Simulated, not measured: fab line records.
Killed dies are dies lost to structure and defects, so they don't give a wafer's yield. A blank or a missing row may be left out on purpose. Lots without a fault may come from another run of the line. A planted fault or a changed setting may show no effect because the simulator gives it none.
The tool behind it: which one? / flow n5_finfet / 24 lots, 72 wafers sampled, at 6 steps of a route of 1938

== WHAT THE GAUGES SHOWED, per wafer ==
N5_BEOL_M10_RS_MEAS_57: a four-point-probe measurement. Usual: M10_RS 0.151 ohm/sq, standard deviation 0.0032.
lot=L075; measured=day 10 07:58; on=film_metro-02; M10_RS (ohm/sq)=0.150 0.150 0.150; flag=
lot=L074; measured=day 10 08:13; on=film_metro-01; M10_RS (ohm/sq)=0.149 0.153 0.146; flag=
lot=L076; measured=day 10 13:31; on=film_metro-01; M10_RS (ohm/sq)=0.149 0.150 0.149; flag=
lot=L077; measured=day 10 20:04; on=film_metro-02; M10_RS (ohm/sq)=0.154 0.153 0.154; flag=
lot=L078; measured=day 11 04:02; on=film_metro-02; M10_RS (ohm/sq)=0.152 0.149 0.152; flag=
lot=L079; measured=day 11 11:49; on=film_metro-01; M10_RS (ohm/sq)=0.147 0.147 0.150; flag=
lot=L080; measured=day 11 23:38; on=film_metro-01; M10_RS (ohm/sq)=0.150 0.152 0.152; flag=
lot=L082; measured=day 12 09:26; on=film_metro-02; M10_RS (ohm/sq)=0.149 0.148 0.150; flag=
lot=L081; measured=day 12 10:14; on=film_metro-01; M10_RS (ohm/sq)=0.153 0.153 0.153; flag=
lot=L085; measured=day 12 17:22; on=film_metro-02; M10_RS (ohm/sq)=0.152 0.153 0.149; flag=
lot=L083; measured=day 12 18:29; on=film_metro-02; M10_RS (ohm/sq)=0.143 0.142 0.147; flag=
lot=L084; measured=day 12 18:31; on=film_metro-01; M10_RS (ohm/sq)=0.153 0.157 0.154; flag=
lot=L087; measured=day 13 19:11; on=film_metro-02; M10_RS (ohm/sq)=0.149 0.149 0.147; flag=
lot=L086; measured=day 14 03:40; on=film_metro-01; M10_RS (ohm/sq)=0.153 0.155 0.157; flag=
lot=L088; measured=day 14 04:27; on=film_metro-02; M10_RS (ohm/sq)=0.148 0.150 0.148; flag=
lot=L089; measured=day 14 18:32; on=film_metro-02; M10_RS (ohm/sq)=0.152 0.154 0.151; flag=
lot=L093; measured=day 14 22:17; on=film_metro-01; M10_RS (ohm/sq)=0.149 0.152 0.150; flag=
lot=L091; measured=day 15 01:14; on=film_metro-02; M10_RS (ohm/sq)=0.151 0.151 0.148; flag=
lot=L090; measured=day 15 01:52; on=film_metro-01; M10_RS (ohm/sq)=0.156 0.152 0.152; flag=
lot=L092; measured=day 15 06:03; on=film_metro-02; M10_RS (ohm/sq)=0.155 0.150 0.157; flag=
lot=L095; measured=day 15 23:01; on=film_metro-02; M10_RS (ohm/sq)=0.149 0.149 0.154; flag=
lot=L094; measured=day 16 09:22; on=film_metro-02; M10_RS (ohm/sq)=0.157 0.153 0.151; flag=
lot=L097; measured=day 16 12:20; on=film_metro-02; M10_RS (ohm/sq)=0.151 0.150 0.149; flag=
lot=L096; measured=day 16 23:07; on=film_metro-01; M10_RS (ohm/sq)=0.145 0.146 0.140; flag=

N5_BEOL_M11_CD_MEAS_28: target cd 70 nm. Usual: cd_nm 69.5 nm, standard deviation 0.97.
lot=L075; measured=day 10 16:59; on=cd_sem-01; cd_nm (nm)=69.4 69.3 68.9; flag=
lot=L074; measured=day 10 17:09; on=cd_sem-02; cd_nm (nm)=68.5 69.8 69.3; flag=
lot=L076; measured=day 10 16:49; on=cd_sem-01; cd_nm (nm)=69.4 69.3 69.4; flag=
lot=L077; measured=day 11 00:27; on=cd_sem-01; cd_nm (nm)=68.8 69.2 69.5; flag=
lot=L078; measured=day 11 08:41; on=cd_sem-01; cd_nm (nm)=67.6 67.6 68.5; flag=
lot=L079; measured=day 11 19:08; on=cd_sem-03; cd_nm (nm)=70.3 69.3 69.6; flag=
lot=L080; measured=day 12 05:41; on=cd_sem-02; cd_nm (nm)=70.4 70.8 70.3; flag=
lot=L082; measured=day 12 13:46; on=cd_sem-03; cd_nm (nm)=69.0 69.0 69.4; flag=
lot=L081; measured=day 12 13:56; on=cd_sem-02; cd_nm (nm)=69.8 69.4 69.4; flag=
lot=L085; measured=day 13 02:26; on=cd_sem-03; cd_nm (nm)=69.8 69.9 68.2; flag=
lot=L083; measured=day 13 04:05; on=cd_sem-02; cd_nm (nm)=69.3 69.4 68.6; flag=
lot=L084; measured=day 13 06:18; on=cd_sem-01; cd_nm (nm)=68.3 69.3 69.3; flag=
lot=L087; measured=day 14 00:16; on=cd_sem-01; cd_nm (nm)=68.4 69.1 69.1; flag=
lot=L086; measured=day 14 07:19; on=cd_sem-01; cd_nm (nm)=70.4 70.9 70.3; flag=
lot=L088; measured=day 14 07:09; on=cd_sem-01; cd_nm (nm)=70.9 71.8 71.4; flag=
lot=L089; measured=day 14 23:17; on=cd_sem-01; cd_nm (nm)=71.1 69.4 70.8; flag=
lot=L093; measured=day 15 03:01; on=cd_sem-01; cd_nm (nm)=67.5 68.4 69.5; flag=
lot=L091; measured=day 15 05:33; on=cd_sem-01; cd_nm (nm)=70.0 69.7 69.1; flag=
lot=L090; measured=day 15 05:43; on=cd_sem-01; cd_nm (nm)=68.9 69.0 69.9; flag=
lot=L092; measured=day 15 09:14; on=cd_sem-02; cd_nm (nm)=70.0 69.3 69.5; flag=
lot=L095; measured=day 16 05:01; on=cd_sem-01; cd_nm (nm)=68.6 70.6 69.5; flag=
lot=L094; measured=day 16 16:34; on=cd_sem-01; cd_nm (nm)=71.5 70.9 70.4; flag=
lot=L097; measured=day 16 17:35; on=cd_sem-02; cd_nm (nm)=69.2 69.5 68.0; flag=
lot=L096; measured=day 17 04:17; on=cd_sem-03; cd_nm (nm)=68.6 67.6 68.0; flag=

== EACH LOT AND THE TOOL THAT RAN IT (in order: tool; ch and the chambers of the sampled wafers; start) ==
lot=L075; N5_BEOL_M10_PRE_CLEAN_45=pvd_sputter-03, day 10 04:10; N5_BEOL_M10_SURFACE_TREAT_76=pvd_sputter-03, day 10 06:20; N5_BEOL_M11_ETCH_62=rie_diel-01 ch 0,3, day 10 11:49; N5_BEOL_M11_STRIP_19=rie_diel-03 ch 1,3, day 10 12:13
lot=L074; N5_BEOL_M10_PRE_CLEAN_45=pvd_sputter-03, day 10 06:27; N5_BEOL_M10_SURFACE_TREAT_76=pvd_sputter-01, day 10 06:53; N5_BEOL_M11_ETCH_62=rie_diel-06 ch 0,1, day 10 11:28; N5_BEOL_M11_STRIP_19=rie_diel-03 ch 0,1, day 10 11:55
lot=L076; N5_BEOL_M10_PRE_CLEAN_45=pvd_sputter-02, day 10 11:59; N5_BEOL_M10_SURFACE_TREAT_76=pvd_sputter-02, day 10 12:22; N5_BEOL_M11_ETCH_62=rie_diel-06 ch 0,1, day 10 14:58; N5_BEOL_M11_STRIP_19=rie_diel-03 ch 0,1,3, day 10 15:32
lot=L077; N5_BEOL_M10_PRE_CLEAN_45=pvd_sputter-02, day 10 18:07; N5_BEOL_M10_SURFACE_TREAT_76=pvd_sputter-01, day 10 18:30; N5_BEOL_M11_ETCH_62=rie_diel-06 ch 1,2,3, day 10 22:44; N5_BEOL_M11_STRIP_19=rie_diel-06 ch 0,1,2, day 10 23:07
lot=L078; N5_BEOL_M10_PRE_CLEAN_45=pvd_sputter-03, day 11 01:59; N5_BEOL_M10_SURFACE_TREAT_76=pvd_sputter-03, day 11 02:26; N5_BEOL_M11_ETCH_62=rie_diel-06 ch 0,1,2, day 11 06:44; N5_BEOL_M11_STRIP_19=rie_diel-01 ch 2,3, day 11 07:11
lot=L079; N5_BEOL_M10_PRE_CLEAN_45=pvd_sputter-01, day 11 10:04; N5_BEOL_M10_SURFACE_TREAT_76=pvd_sputter-03, day 11 10:25; N5_BEOL_M11_ETCH_62=rie_diel-03 ch 1,2, day 11 14:41; N5_BEOL_M11_STRIP_19=rie_diel-03 ch 0,1,3, day 11 14:59
lot=L080; N5_BEOL_M10_PRE_CLEAN_45=pvd_sputter-02, day 11 20:11; N5_BEOL_M10_SURFACE_TREAT_76=pvd_sputter-02, day 11 20:35; N5_BEOL_M11_ETCH_62=rie_diel-06 ch 0,1,2, day 12 03:54; N5_BEOL_M11_STRIP_19=rie_diel-06 ch 0,3, day 12 04:20
lot=L082; N5_BEOL_M10_PRE_CLEAN_45=pvd_sputter-02, day 12 07:16; N5_BEOL_M10_SURFACE_TREAT_76=pvd_sputter-01, day 12 07:52; N5_BEOL_M11_ETCH_62=rie_diel-03 ch 0,1,3, day 12 12:50; N5_BEOL_M11_STRIP_19=rie_diel-06 ch 0,1,3, day 12 13:15
lot=L081; N5_BEOL_M10_PRE_CLEAN_45=pvd_sputter-01, day 12 07:49; N5_BEOL_M10_SURFACE_TREAT_76=pvd_sputter-01, day 12 08:17; N5_BEOL_M11_ETCH_62=rie_diel-06 ch 1,2,3, day 12 12:41; N5_BEOL_M11_STRIP_19=rie_diel-06 ch 0,2,3, day 12 13:10
lot=L085; N5_BEOL_M10_PRE_CLEAN_45=pvd_sputter-01, day 12 15:33; N5_BEOL_M10_SURFACE_TREAT_76=pvd_sputter-03, day 12 16:05; N5_BEOL_M11_ETCH_62=rie_diel-06 ch 0,1, day 12 19:40; N5_BEOL_M11_STRIP_19=rie_diel-03 ch 0,3, day 12 19:58
lot=L083; N5_BEOL_M10_PRE_CLEAN_45=pvd_sputter-03, day 12 16:10; N5_BEOL_M10_SURFACE_TREAT_76=pvd_sputter-03, day 12 16:49; N5_BEOL_M11_ETCH_62=rie_diel-06 ch 0,2,3, day 13 03:09; N5_BEOL_M11_STRIP_19=rie_diel-06 ch 0,2,3, day 13 03:26
lot=L084; N5_BEOL_M10_PRE_CLEAN_45=pvd_sputter-03, day 12 16:15; N5_BEOL_M10_SURFACE_TREAT_76=pvd_sputter-03, day 12 16:51; N5_BEOL_M11_ETCH_62=rie_diel-03 ch 2,3, day 13 03:24; N5_BEOL_M11_STRIP_19=rie_diel-01 ch 0,3, day 13 03:42
lot=L087; N5_BEOL_M10_PRE_CLEAN_45=pvd_sputter-03, day 13 17:39; N5_BEOL_M10_SURFACE_TREAT_76=pvd_sputter-03, day 13 18:01; N5_BEOL_M11_ETCH_62=rie_diel-06 ch 0,1,3, day 13 21:51; N5_BEOL_M11_STRIP_19=rie_diel-01 ch 0,2, day 13 22:09
lot=L086; N5_BEOL_M10_PRE_CLEAN_45=pvd_sputter-03, day 14 01:49; N5_BEOL_M10_SURFACE_TREAT_76=pvd_sputter-02, day 14 02:13; N5_BEOL_M11_ETCH_62=rie_diel-01 ch 0,1,2, day 14 05:40; N5_BEOL_M11_STRIP_19=rie_diel-06 ch 0,2,3, day 14 06:05
lot=L088; N5_BEOL_M10_PRE_CLEAN_45=pvd_sputter-03, day 14 02:20; N5_BEOL_M10_SURFACE_TREAT_76=pvd_sputter-03, day 14 02:57; N5_BEOL_M11_ETCH_62=rie_diel-01 ch 0,1,2, day 14 05:56; N5_BEOL_M11_STRIP_19=rie_diel-01 ch 0,1,2, day 14 06:19
lot=L089; N5_BEOL_M10_PRE_CLEAN_45=pvd_sputter-02, day 14 16:36; N5_BEOL_M10_SURFACE_TREAT_76=pvd_sputter-03, day 14 17:21; N5_BEOL_M11_ETCH_62=rie_diel-03 ch 0,1,2, day 14 20:43; N5_BEOL_M11_STRIP_19=rie_diel-01 ch 0,2, day 14 21:01
lot=L093; N5_BEOL_M10_PRE_CLEAN_45=pvd_sputter-03, day 14 20:07; N5_BEOL_M10_SURFACE_TREAT_76=pvd_sputter-03, day 14 20:43; N5_BEOL_M11_ETCH_62=rie_diel-01 ch 0,2,3, day 15 01:12; N5_BEOL_M11_STRIP_19=rie_diel-06 ch 0,1, day 15 01:30
lot=L091; N5_BEOL_M10_PRE_CLEAN_45=pvd_sputter-01, day 14 23:04; N5_BEOL_M10_SURFACE_TREAT_76=pvd_sputter-02, day 15 00:01; N5_BEOL_M11_ETCH_62=rie_diel-06 ch 0,3, day 15 03:53; N5_BEOL_M11_STRIP_19=rie_diel-06 ch 2,3, day 15 04:11
lot=L090; N5_BEOL_M10_PRE_CLEAN_45=pvd_sputter-02, day 15 00:14; N5_BEOL_M10_SURFACE_TREAT_76=pvd_sputter-02, day 15 00:38; N5_BEOL_M11_ETCH_62=rie_diel-03 ch 0,2,3, day 15 04:07; N5_BEOL_M11_STRIP_19=rie_diel-01 ch 0,2, day 15 04:25
lot=L092; N5_BEOL_M10_PRE_CLEAN_45=pvd_sputter-02, day 15 04:14; N5_BEOL_M10_SURFACE_TREAT_76=pvd_sputter-03, day 15 04:46; N5_BEOL_M11_ETCH_62=rie_diel-06 ch 0,2,3, day 15 07:37; N5_BEOL_M11_STRIP_19=rie_diel-06 ch 0,1,3, day 15 07:56
lot=L095; N5_BEOL_M10_PRE_CLEAN_45=pvd_sputter-03, day 15 21:02; N5_BEOL_M10_SURFACE_TREAT_76=pvd_sputter-03, day 15 21:25; N5_BEOL_M11_ETCH_62=rie_diel-01 ch 0,2,3, day 16 03:10; N5_BEOL_M11_STRIP_19=rie_diel-06 ch 0,1,3, day 16 03:28
lot=L094; N5_BEOL_M10_PRE_CLEAN_45=pvd_sputter-01, day 16 06:19; N5_BEOL_M10_SURFACE_TREAT_76=pvd_sputter-01, day 16 06:44; N5_BEOL_M11_ETCH_62=rie_diel-01 ch 0,2, day 16 12:08; N5_BEOL_M11_STRIP_19=rie_diel-01 ch 0,3, day 16 12:26
lot=L097; N5_BEOL_M10_PRE_CLEAN_45=pvd_sputter-02, day 16 10:34; N5_BEOL_M10_SURFACE_TREAT_76=pvd_sputter-02, day 16 11:01; N5_BEOL_M11_ETCH_62=rie_diel-03 ch 1,2, day 16 15:47; N5_BEOL_M11_STRIP_19=rie_diel-01 ch 2,3, day 16 16:05
lot=L096; N5_BEOL_M10_PRE_CLEAN_45=pvd_sputter-02, day 16 20:13; N5_BEOL_M10_SURFACE_TREAT_76=pvd_sputter-01, day 16 20:35; N5_BEOL_M11_ETCH_62=rie_diel-06 ch 0,2,3, day 17 02:24; N5_BEOL_M11_STRIP_19=rie_diel-06 ch 0,1,3, day 17 02:43
- N5_BEOL_M10_PRE_CLEAN_45: time 30 s.
- N5_BEOL_M10_SURFACE_TREAT_76
- N5_BEOL_M11_ETCH_62: etches SOC in N2/H2, target depth 110 nm, overetch 22 nm, time 165 s.
- N5_BEOL_M11_STRIP_19: strips in O2.

== WHAT THE TOOLS THEMSELVES READ (means of the sampled wafers that have a number; where no wafer has one, the mark that the record gives instead) ==
N5_BEOL_M10_PRE_CLEAN_45. Usual: heater_power_w 332 W, standard deviation 34.
lot=L075; tool=pvd_sputter-03; heater_power_w (W)=321; flag=
lot=L074; tool=pvd_sputter-03; heater_power_w (W)=342; flag=
lot=L076; tool=pvd_sputter-02; heater_power_w (W)=322; flag=
lot=L077; tool=pvd_sputter-02; heater_power_w (W)=350; flag=
lot=L078; tool=pvd_sputter-03; heater_power_w (W)=320; flag=
lot=L079; tool=pvd_sputter-01; heater_power_w (W)=301; flag=
lot=L080; tool=pvd_sputter-02; heater_power_w (W)=379; flag=
lot=L082; tool=pvd_sputter-02; heater_power_w (W)=323; flag=
lot=L081; tool=pvd_sputter-01; heater_power_w (W)=320; flag=
lot=L085; tool=pvd_sputter-01; heater_power_w (W)=278; flag=
lot=L083; tool=pvd_sputter-03; heater_power_w (W)=305; flag=
lot=L084; tool=pvd_sputter-03; heater_power_w (W)=324; flag=
lot=L087; tool=pvd_sputter-03; heater_power_w (W)=344; flag=
lot=L086; tool=pvd_sputter-03; heater_power_w (W)=343; flag=
lot=L088; tool=pvd_sputter-03; heater_power_w (W)=323; flag=
lot=L089; tool=pvd_sputter-02; heater_power_w (W)=347; flag=
lot=L093; tool=pvd_sputter-03; heater_power_w (W)=365; flag=
lot=L091; tool=pvd_sputter-01; heater_power_w (W)=328; flag=
lot=L090; tool=pvd_sputter-02; heater_power_w (W)=368; flag=
lot=L092; tool=pvd_sputter-02; heater_power_w (W)=322; flag=
lot=L095; tool=pvd_sputter-03; heater_power_w (W)=342; flag=
lot=L094; tool=pvd_sputter-01; heater_power_w (W)=323; flag=
lot=L097; tool=pvd_sputter-02; heater_power_w (W)=350; flag=
lot=L096; tool=pvd_sputter-02; heater_power_w (W)=347; flag=

N5_BEOL_M10_SURFACE_TREAT_76. Usual: ar_flow_sccm 30.00 sccm, standard deviation 0.095.
lot=L075; tool=pvd_sputter-03; ar_flow_sccm (sccm)=29.98; flag=
lot=L074; tool=pvd_sputter-01; ar_flow_sccm (sccm)=30.10; flag=
lot=L076; tool=pvd_sputter-02; ar_flow_sccm (sccm)=30.06; flag=
lot=L077; tool=pvd_sputter-01; ar_flow_sccm (sccm)=30.11; flag=
lot=L078; tool=pvd_sputter-03; ar_flow_sccm (sccm)=29.92; flag=
lot=L079; tool=pvd_sputter-03; ar_flow_sccm (sccm)=29.99; flag=
lot=L080; tool=pvd_sputter-02; ar_flow_sccm (sccm)=29.80; flag=
lot=L082; tool=pvd_sputter-01; ar_flow_sccm (sccm)=30.02; flag=
lot=L081; tool=pvd_sputter-01; ar_flow_sccm (sccm)=30.13; flag=
lot=L085; tool=pvd_sputter-03; ar_flow_sccm (sccm)=30.02; flag=
lot=L083; tool=pvd_sputter-03; ar_flow_sccm (sccm)=30.02; flag=
lot=L084; tool=pvd_sputter-03; ar_flow_sccm (sccm)=29.92; flag=
lot=L087; tool=pvd_sputter-03; ar_flow_sccm (sccm)=30.06; flag=
lot=L086; tool=pvd_sputter-02; ar_flow_sccm (sccm)=29.99; flag=
lot=L088; tool=pvd_sputter-03; ar_flow_sccm (sccm)=30.03; flag=
lot=L089; tool=pvd_sputter-03; ar_flow_sccm (sccm)=29.88; flag=
lot=L093; tool=pvd_sputter-03; ar_flow_sccm (sccm)=30.01; flag=
lot=L091; tool=pvd_sputter-02; ar_flow_sccm (sccm)=29.97; flag=
lot=L090; tool=pvd_sputter-02; ar_flow_sccm (sccm)=29.94; flag=
lot=L092; tool=pvd_sputter-03; ar_flow_sccm (sccm)=29.98; flag=
lot=L095; tool=pvd_sputter-03; ar_flow_sccm (sccm)=29.96; flag=
lot=L094; tool=pvd_sputter-01; ar_flow_sccm (sccm)=30.10; flag=
lot=L097; tool=pvd_sputter-02; ar_flow_sccm (sccm)=30.09; flag=
lot=L096; tool=pvd_sputter-01; ar_flow_sccm (sccm)=30.02; flag=

N5_BEOL_M11_ETCH_62. Usual: drypump_motor_current_A 5.6 A, standard deviation 0.56; oes_product_au 0.67 a.u., standard deviation 0.067; rf_vpp_V 523.5 V, standard deviation 2.2; showerhead_plenum_p_Torr 2.52 Torr, standard deviation 0.077; throttle_valve_pct 17.77 %, standard deviation 0.23.
lot=L075; tool=rie_diel-01; drypump_motor_current_A (A)=5.7; oes_product_au (a.u.)=0.63; rf_vpp_V (V)=521.1; showerhead_plenum_p_Torr (Torr)=2.46; throttle_valve_pct (%)=18.08; flag=
lot=L074; tool=rie_diel-06; drypump_motor_current_A (A)=5.5; oes_product_au (a.u.)=0.62; rf_vpp_V (V)=522.5; showerhead_plenum_p_Torr (Torr)=2.47; throttle_valve_pct (%)=17.81; flag=
lot=L076; tool=rie_diel-06; drypump_motor_current_A (A)=5.5; oes_product_au (a.u.)=0.62; rf_vpp_V (V)=522.5; showerhead_plenum_p_Torr (Torr)=2.47; throttle_valve_pct (%)=17.81; flag=
lot=L077; tool=rie_diel-06; drypump_motor_current_A (A)=5.3; oes_product_au (a.u.)=0.67; rf_vpp_V (V)=524.8; showerhead_plenum_p_Torr (Torr)=2.55; throttle_valve_pct (%)=17.62; flag=
lot=L078; tool=rie_diel-06; drypump_motor_current_A (A)=5.4; oes_product_au (a.u.)=0.66; rf_vpp_V (V)=522.4; showerhead_plenum_p_Torr (Torr)=2.46; throttle_valve_pct (%)=17.71; flag=
lot=L079; tool=rie_diel-03; drypump_motor_current_A (A)=6.3; oes_product_au (a.u.)=0.77; rf_vpp_V (V)=523.4; showerhead_plenum_p_Torr (Torr)=2.52; throttle_valve_pct (%)=17.57; flag=
lot=L080; tool=rie_diel-06; drypump_motor_current_A (A)=5.4; oes_product_au (a.u.)=0.65; rf_vpp_V (V)=521.8; showerhead_plenum_p_Torr (Torr)=2.46; throttle_valve_pct (%)=17.73; flag=
lot=L082; tool=rie_diel-03; drypump_motor_current_A (A)=5.9; oes_product_au (a.u.)=0.70; rf_vpp_V (V)=524.8; showerhead_plenum_p_Torr (Torr)=2.60; throttle_valve_pct (%)=17.80; flag=
lot=L081; tool=rie_diel-06; drypump_motor_current_A (A)=5.3; oes_product_au (a.u.)=0.66; rf_vpp_V (V)=524.1; showerhead_plenum_p_Torr (Torr)=2.54; throttle_valve_pct (%)=17.64; flag=
lot=L085; tool=rie_diel-06; drypump_motor_current_A (A)=5.5; oes_product_au (a.u.)=0.61; rf_vpp_V (V)=521.9; showerhead_plenum_p_Torr (Torr)=2.46; throttle_valve_pct (%)=17.84; flag=
lot=L083; tool=rie_diel-06; drypump_motor_current_A (A)=5.6; oes_product_au (a.u.)=0.67; rf_vpp_V (V)=523.1; showerhead_plenum_p_Torr (Torr)=2.51; throttle_valve_pct (%)=17.72; flag=
lot=L084; tool=rie_diel-03; drypump_motor_current_A (A)=5.8; oes_product_au (a.u.)=0.64; rf_vpp_V (V)=525.0; showerhead_plenum_p_Torr (Torr)=2.57; throttle_valve_pct (%)=17.92; flag=
lot=L087; tool=rie_diel-06; drypump_motor_current_A (A)=5.6; oes_product_au (a.u.)=0.63; rf_vpp_V (V)=525.0; showerhead_plenum_p_Torr (Torr)=2.51; throttle_valve_pct (%)=17.82; flag=
lot=L086; tool=rie_diel-01; drypump_motor_current_A (A)=5.4; oes_product_au (a.u.)=0.61; rf_vpp_V (V)=524.1; showerhead_plenum_p_Torr (Torr)=2.56; throttle_valve_pct (%)=17.95; flag=
lot=L088; tool=rie_diel-01; drypump_motor_current_A (A)=5.4; oes_product_au (a.u.)=0.61; rf_vpp_V (V)=524.4; showerhead_plenum_p_Torr (Torr)=2.56; throttle_valve_pct (%)=17.95; flag=
lot=L089; tool=rie_diel-03; drypump_motor_current_A (A)=6.3; oes_product_au (a.u.)=0.73; rf_vpp_V (V)=523.8; showerhead_plenum_p_Torr (Torr)=2.55; throttle_valve_pct (%)=17.64; flag=
lot=L093; tool=rie_diel-01; drypump_motor_current_A (A)=5.7; oes_product_au (a.u.)=0.62; rf_vpp_V (V)=521.8; showerhead_plenum_p_Torr (Torr)=2.49; throttle_valve_pct (%)=18.04; flag=
lot=L091; tool=rie_diel-06; drypump_motor_current_A (A)=6.1; oes_product_au (a.u.)=0.63; rf_vpp_V (V)=522.1; showerhead_plenum_p_Torr (Torr)=2.47; throttle_valve_pct (%)=17.91; flag=
lot=L090; tool=rie_diel-03; drypump_motor_current_A (A)=6.2; oes_product_au (a.u.)=0.76; rf_vpp_V (V)=524.5; showerhead_plenum_p_Torr (Torr)=2.56; throttle_valve_pct (%)=17.65; flag=
lot=L092; tool=rie_diel-06; drypump_motor_current_A (A)=5.6; oes_product_au (a.u.)=0.65; rf_vpp_V (V)=523.0; showerhead_plenum_p_Torr (Torr)=2.50; throttle_valve_pct (%)=17.76; flag=
lot=L095; tool=rie_diel-01; drypump_motor_current_A (A)=5.7; oes_product_au (a.u.)=0.62; rf_vpp_V (V)=522.2; showerhead_plenum_p_Torr (Torr)=2.49; throttle_valve_pct (%)=18.06; flag=
lot=L094; tool=rie_diel-01; drypump_motor_current_A (A)=5.7; oes_product_au (a.u.)=0.62; rf_vpp_V (V)=524.0; showerhead_plenum_p_Torr (Torr)=2.53; throttle_valve_pct (%)=17.98; flag=
lot=L097; tool=rie_diel-03; drypump_motor_current_A (A)=6.0; oes_product_au (a.u.)=0.71; rf_vpp_V (V)=523.6; showerhead_plenum_p_Torr (Torr)=2.55; throttle_valve_pct (%)=17.68; flag=
lot=L096; tool=rie_diel-06; drypump_motor_current_A (A)=5.6; oes_product_au (a.u.)=0.64; rf_vpp_V (V)=522.8; showerhead_plenum_p_Torr (Torr)=2.50; throttle_valve_pct (%)=17.77; flag=

N5_BEOL_M11_STRIP_19. Usual: drypump_motor_current_A 5.6 A, standard deviation 0.53; oes_product_au 0.78 a.u., standard deviation 0.09; rf_vpp_V 3.7 V, standard deviation 0.63; showerhead_plenum_p_Torr 2.09 Torr, standard deviation 0.067; throttle_valve_pct 16.69 %, standard deviation 0.27.
lot=L075; tool=rie_diel-03; drypump_motor_current_A (A)=5.6; oes_product_au (a.u.)=0.82; rf_vpp_V (V)=3.3; showerhead_plenum_p_Torr (Torr)=2.15; throttle_valve_pct (%)=16.64; flag=
lot=L074; tool=rie_diel-03; drypump_motor_current_A (A)=6.0; oes_product_au (a.u.)=0.91; rf_vpp_V (V)=3.7; showerhead_plenum_p_Torr (Torr)=2.15; throttle_valve_pct (%)=16.41; flag=
lot=L076; tool=rie_diel-03; drypump_motor_current_A (A)=5.9; oes_product_au (a.u.)=0.85; rf_vpp_V (V)=3.4; showerhead_plenum_p_Torr (Torr)=2.16; throttle_valve_pct (%)=16.58; flag=
lot=L077; tool=rie_diel-06; drypump_motor_current_A (A)=5.4; oes_product_au (a.u.)=0.78; rf_vpp_V (V)=4.2; showerhead_plenum_p_Torr (Torr)=2.04; throttle_valve_pct (%)=16.62; flag=
lot=L078; tool=rie_diel-01; drypump_motor_current_A (A)=6.0; oes_product_au (a.u.)=0.77; rf_vpp_V (V)=3.3; showerhead_plenum_p_Torr (Torr)=2.06; throttle_valve_pct (%)=16.70; flag=
lot=L079; tool=rie_diel-03; drypump_motor_current_A (A)=5.9; oes_product_au (a.u.)=0.84; rf_vpp_V (V)=3.8; showerhead_plenum_p_Torr (Torr)=2.16; throttle_valve_pct (%)=16.61; flag=
lot=L080; tool=rie_diel-06; drypump_motor_current_A (A)=5.9; oes_product_au (a.u.)=0.76; rf_vpp_V (V)=3.7; showerhead_plenum_p_Torr (Torr)=2.12; throttle_valve_pct (%)=16.73; flag=
lot=L082; tool=rie_diel-06; drypump_motor_current_A (A)=5.7; oes_product_au (a.u.)=0.73; rf_vpp_V (V)=3.9; showerhead_plenum_p_Torr (Torr)=2.08; throttle_valve_pct (%)=16.79; flag=
lot=L081; tool=rie_diel-06; drypump_motor_current_A (A)=5.6; oes_product_au (a.u.)=0.79; rf_vpp_V (V)=4.1; showerhead_plenum_p_Torr (Torr)=2.07; throttle_valve_pct (%)=16.59; flag=
lot=L085; tool=rie_diel-03; drypump_motor_current_A (A)=5.8; oes_product_au (a.u.)=0.76; rf_vpp_V (V)=3.9; showerhead_plenum_p_Torr (Torr)=2.17; throttle_valve_pct (%)=16.82; flag=
lot=L083; tool=rie_diel-06; drypump_motor_current_A (A)=5.6; oes_product_au (a.u.)=0.78; rf_vpp_V (V)=3.9; showerhead_plenum_p_Torr (Torr)=2.07; throttle_valve_pct (%)=16.60; flag=
lot=L084; tool=rie_diel-01; drypump_motor_current_A (A)=5.4; oes_product_au (a.u.)=0.73; rf_vpp_V (V)=3.2; showerhead_plenum_p_Torr (Torr)=2.06; throttle_valve_pct (%)=16.98; flag=
lot=L087; tool=rie_diel-01; drypump_motor_current_A (A)=5.7; oes_product_au (a.u.)=0.75; rf_vpp_V (V)=3.6; showerhead_plenum_p_Torr (Torr)=2.09; throttle_valve_pct (%)=16.75; flag=
lot=L086; tool=rie_diel-06; drypump_motor_current_A (A)=5.6; oes_product_au (a.u.)=0.78; rf_vpp_V (V)=3.7; showerhead_plenum_p_Torr (Torr)=2.07; throttle_valve_pct (%)=16.63; flag=
lot=L088; tool=rie_diel-01; drypump_motor_current_A (A)=5.3; oes_product_au (a.u.)=0.73; rf_vpp_V (V)=3.9; showerhead_plenum_p_Torr (Torr)=2.10; throttle_valve_pct (%)=16.77; flag=
lot=L089; tool=rie_diel-01; drypump_motor_current_A (A)=5.5; oes_product_au (a.u.)=0.74; rf_vpp_V (V)=4.3; showerhead_plenum_p_Torr (Torr)=2.08; throttle_valve_pct (%)=16.90; flag=
lot=L093; tool=rie_diel-06; drypump_motor_current_A (A)=5.5; oes_product_au (a.u.)=0.91; rf_vpp_V (V)=3.6; showerhead_plenum_p_Torr (Torr)=2.04; throttle_valve_pct (%)=16.56; flag=
lot=L091; tool=rie_diel-06; drypump_motor_current_A (A)=5.5; oes_product_au (a.u.)=0.78; rf_vpp_V (V)=4.5; showerhead_plenum_p_Torr (Torr)=2.13; throttle_valve_pct (%)=16.56; flag=
lot=L090; tool=rie_diel-01; drypump_motor_current_A (A)=5.5; oes_product_au (a.u.)=0.73; rf_vpp_V (V)=3.3; showerhead_plenum_p_Torr (Torr)=2.08; throttle_valve_pct (%)=16.90; flag=
lot=L092; tool=rie_diel-06; drypump_motor_current_A (A)=5.7; oes_product_au (a.u.)=0.82; rf_vpp_V (V)=4.2; showerhead_plenum_p_Torr (Torr)=2.08; throttle_valve_pct (%)=16.67; flag=
lot=L095; tool=rie_diel-06; drypump_motor_current_A (A)=5.7; oes_product_au (a.u.)=0.80; rf_vpp_V (V)=3.6; showerhead_plenum_p_Torr (Torr)=2.08; throttle_valve_pct (%)=16.68; flag=
lot=L094; tool=rie_diel-01; drypump_motor_current_A (A)=5.7; oes_product_au (a.u.)=0.71; rf_vpp_V (V)=3.5; showerhead_plenum_p_Torr (Torr)=2.03; throttle_valve_pct (%)=17.01; flag=
lot=L097; tool=rie_diel-01; drypump_motor_current_A (A)=6.0; oes_product_au (a.u.)=0.73; rf_vpp_V (V)=2.9; showerhead_plenum_p_Torr (Torr)=2.05; throttle_valve_pct (%)=16.78; flag=
lot=L096; tool=rie_diel-06; drypump_motor_current_A (A)=5.7; oes_product_au (a.u.)=0.79; rf_vpp_V (V)=3.8; showerhead_plenum_p_Torr (Torr)=2.08; throttle_valve_pct (%)=16.70; flag=

== THE ANSWER, worked out from the rows above alone ==
Rule: a lot is off if the mean of its wafers that have a number lies more than 3 standard deviations from the usual mean. Also off: a lot with no number at a reading for which 4 or more lots have one. The other lots that the step has rows for count as sound. Order of review: gauges by route order, followed by the tools' own readings, for which a lot's mean as printed above is used. At the first step where some lot is off, the reading lying furthest off is the one used; lots without a number count as furthest.
Across all readings shown, no lot is off: no conclusion can be drawn from this.

== WHAT THE SIMULATOR HAD PUT IN ==
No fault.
